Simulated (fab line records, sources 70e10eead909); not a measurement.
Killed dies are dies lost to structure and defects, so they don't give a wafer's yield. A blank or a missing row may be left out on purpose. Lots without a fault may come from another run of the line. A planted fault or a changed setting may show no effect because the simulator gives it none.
Chamber matching | flow nand_harc | NHARC_A_STAIRCASE_TRIM_20 on rie_diel-07: 4 sister chambers
The step chemistry O2, time 211.2 s. 7 wafers are shown with their chamber, then 8 later ones without.

WAFERS WITH THEIR CHAMBER
wafer  | chamber | showerhead_plenum_p_Torr (Torr) | drypump_motor_current_A (A)
L594.1 | 0       | 3.50                            | 5.1
L599.1 | 3       | 3.65                            | 5.8
L599.5 | 2       | 3.33                            | 5.6
L601.3 | 1       | 3.49                            | 6.0
L601.4 | 3       | 3.64                            | 5.9
L601.6 | 1       | 3.49                            | 6.0
L603.2 | 2       | 3.32                            | 5.7

WAFERS WITHOUT THEIR CHAMBER
wafer  | showerhead_plenum_p_Torr (Torr) | drypump_motor_current_A (A)
L603.5 | 3.32                            | 5.7
L603.6 | 3.49                            | 6.1
L608.3 | 3.47                            | 5.1
L608.4 | 3.31                            | 5.7
L608.6 | 3.63                            | 5.9
L611.4 | 3.47                            | 5.1
L611.5 | 3.48                            | 6.0
L611.6 | 3.31                            | 5.7

WHICH CHAMBER EACH WENT THROUGH
wafer  | from the rows above | in truth
L603.5 | 2                   | 2
L603.6 | 1                   | 1
L608.3 | 0                   | 0
L608.4 | 2                   | 2
L608.6 | 3                   | 3
L611.4 | 0                   | 0
L611.5 | 1                   | 1
L611.6 | 2                   | 2
Placed correctly: 8 of 8. Can't be placed from these rows: 0. Placed wrongly: 0.
How it was worked out, from the rows above alone: a wafer's distance from a chamber is the root of the sum, over the readings, of the square of ((its reading less the chamber's mean) divided by the reading's scatter). The wafer belongs to the nearest chamber; if the next one is less than 2 further off, it can't be placed. A chamber's mean is the mean of its shown wafers. The scatter: the root of (the sum of the squares of (reading less its chamber's mean) over the shown wafers, divided by (wafers less chambers)).
